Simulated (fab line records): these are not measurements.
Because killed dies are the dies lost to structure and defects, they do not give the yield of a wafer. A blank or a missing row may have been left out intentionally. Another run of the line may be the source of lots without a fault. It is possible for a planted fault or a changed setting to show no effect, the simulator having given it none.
Struck lot and sound lot, side by side | flow n5-finfet | 41 out of 1938 route steps
Sound: wafers L419.3, L419.5, L419.6. Struck: wafers L412.2, L412.3, L412.4. The cause is given at the end.
Each step with rows lists, per side, the tool, then ch with its chambers, then its first start. Under that, the readings that differ: sound wafers | struck wafers | difference of the means | sigmas: that difference in standard deviations of wafers without a fault.
alike: words and numbers the same on both sides, and readings whose means are apart by under 2 such deviations; not compared: readings that were withheld, readings missing a value for some wafer, numbers with overlapping values and no deviation given by the record, and bounds like >300 which may hide the same value.
Wherever a step has rows on one side only, a row that says differs or no value, or a row with sigmas, the two part there. Numbers that have no deviation but don't overlap get no sigmas and don't part them. A reading missing from all wafers of one side parts the sides only when that side holds two or more wafers.

first, 12 steps without rows for these wafers: N5_MOL_CONTACT_COAG_DESCUM_88 (chemistry O2, time 7 s); N5_MOL_CONTACT_COAG_ETCH_89 (etches underlayer in N2/H2, target depth 13 nm, time 10.4 s); N5_MOL_CONTACT_COAG_ETCH_90 (etches SiARC in CF4, target depth 13 nm, time 21.7 s); N5_MOL_CONTACT_COAG_ALD_131 (deposits SiO2, target thk 5 nm, pulse time 1 s, co reactant pulse time 1 s); N5_MOL_CONTACT_COAG_ETCHBACK_132 (etches SiO2 in CHF3, target depth 10 nm, time 6.7 s); N5_MOL_CONTACT_COAG_ETCH_91 (etches SOC in N2/H2, target depth 60 nm, overetch 21 nm, time 101.2 s); N5_MOL_CONTACT_COAG_STRIP_92 (strips in N2/H2); N5_MOL_CONTACT_COAG_STRIP_93 (strips in N2/H2); N5_MOL_CONTACT_COAG_ETCHBACK_135 (etches SiO2 in CHF3, target depth 25 nm, time 16.7 s); N5_MOL_CONTACT_COAG_STRIP_118 (strips in CHF3); N5_MOL_CONTACT_COAG_VIA_ETCH_46 (etches SiO2 in C4F6/O2, target depth 46 nm, overetch 9.2 nm, time 40 s); N5_MOL_CONTACT_COAG_STRIP_96 (strips in N2/H2).
N5_MOL_CONTACT_COAG_ETCH_47: etches SiNx in CH3F/O2, stops on W, target depth 27 nm.
  sound on rie-diel-04 ch 0,3, day 10 02:47; struck on rie-diel-02 ch 1,2,3, day 8 14:22
  no value came back on the struck wafers for any of 8 readings (CH3F_flow_sccm (sccm), O2_flow_sccm (sccm) and others); on the sound wafers CH3F_flow_sccm (sccm) reads 29.78 29.96 29.97
  reading                                             | sound        | struck   | difference | sigmas
  model.SiO2_of_MOL_CONTACT_COAG_PECVD_31.thk-nm (nm) | 44 44.2 44.8 | 45 46 46 | +1         |
  not compared: rf-hours-counter-h
then, 25 steps without rows for these wafers: N5_MOL_CONTACT_COAG_STRIP_119 (strips in N2/H2, time 30 s); N5_MOL_CONTACT_COAG_PRECLEAN_144 (cleans in alkaline clean, time 60 s); N5_MOL_CONTACT_COAG_SRD_145 (time 30 s); N5_MOL_CONTACT_COAG_COAT_62 (time 60 s, resist thk 60 nm); N5_MOL_CONTACT_COAG_COAT_63 (time 60 s, resist thk 10 nm); N5_MOL_CONTACT_COAG_COAT_64 (time 60 s, resist thk 10 nm); N5_MOL_CONTACT_COAG_COAT_34 (resist thk 40 nm); N5_MOL_CONTACT_COAG_EBR_36; N5_MOL_CONTACT_COAG_SOFTBAKE_35 (time 60 s); N5_MOL_CONTACT_COAG_EXPOSE_37 (exposes mask VD, defocus 0 nm); N5_MOL_CONTACT_COAG_PEB_38 (peb time 60 s); N5_MOL_CONTACT_COAG_DEVELOP_39 (develop time 30 s); N5_MOL_CONTACT_COAG_DESCUM_45 (chemistry O2, time 7 s); N5_MOL_CONTACT_COAG_ETCH_65 (etches underlayer in N2/H2, target depth 13 nm, time 10.4 s); N5_MOL_CONTACT_COAG_ETCH_66 (etches SiARC in CF4, target depth 13 nm, time 21.7 s); N5_MOL_CONTACT_COAG_ALD_133 (deposits SiO2, target thk 5 nm, pulse time 1 s, co reactant pulse time 1 s); N5_MOL_CONTACT_COAG_ETCHBACK_134 (etches SiO2 in CHF3, target depth 10 nm, time 6.7 s); N5_MOL_CONTACT_COAG_ETCH_67 (etches SOC in N2/H2, target depth 60 nm, overetch 21 nm, time 101.2 s); N5_MOL_CONTACT_COAG_STRIP_68 (strips in N2/H2); N5_MOL_CONTACT_COAG_STRIP_69 (strips in N2/H2); N5_MOL_CONTACT_COAG_ETCHBACK_136 (etches SiO2 in CHF3, target depth 25 nm, time 16.7 s); N5_MOL_CONTACT_COAG_STRIP_120 (strips in CHF3); N5_MOL_CONTACT_COAG_VIA_ETCH_117 (etches SiO2 in C4F6/O2, target depth 40 nm, overetch 8 nm, time 26 s); N5_MOL_CONTACT_COAG_ETCH_124 (etches SiNx in CH3F/O2, stops on SiOC, target depth 6.5 nm); N5_MOL_CONTACT_COAG_ETCH_48 (etches SiOC in C4F6/O2, target depth 15 nm, overetch 4.5 nm, time 17 s).
N5_MOL_CONTACT_COAG_CMP_52: polishes, stops on SiO2, t overpolish 1.5 s, target thk 66.5 nm.
  sound on cmp-01 ch 2,3, day 10 04:55; struck on cmp-02 ch 0,1,3, day 8 16:41
  reading                                             | sound          | struck         | difference | sigmas
  model.SiO2_of_MOL_CONTACT_COAG_PECVD_31.thk-nm (nm) | 43.6 43.8 44.4 | 44.8 45.6 45.8 | +1.5       |
  alike: motor-current-A, slurry-filter-dp-kPa
N5_BEOL_M4_RC_MEAS_101:
  the record has rows for the sound wafers here (prober-02 ch 0, day 13 17:47) and none for the struck ones
-- record jumps: 9 days separate the struck wafers' starts on either side; left off in module BEOL_M4, taken up again in module PASSIVATION, whose first shown step is the route's number 1936 --
N5_PASSIVATION_PROBE_49:
  rows exist in the record for the struck wafers here (prober-02, day 17 06:49), but not for the sound ones

## WHERE THEY PART
First at N5_MOL_CONTACT_COAG_ETCH_47; last, within this record, at N5_PASSIVATION_PROBE_49.

WHY: what had been put in by the simulator
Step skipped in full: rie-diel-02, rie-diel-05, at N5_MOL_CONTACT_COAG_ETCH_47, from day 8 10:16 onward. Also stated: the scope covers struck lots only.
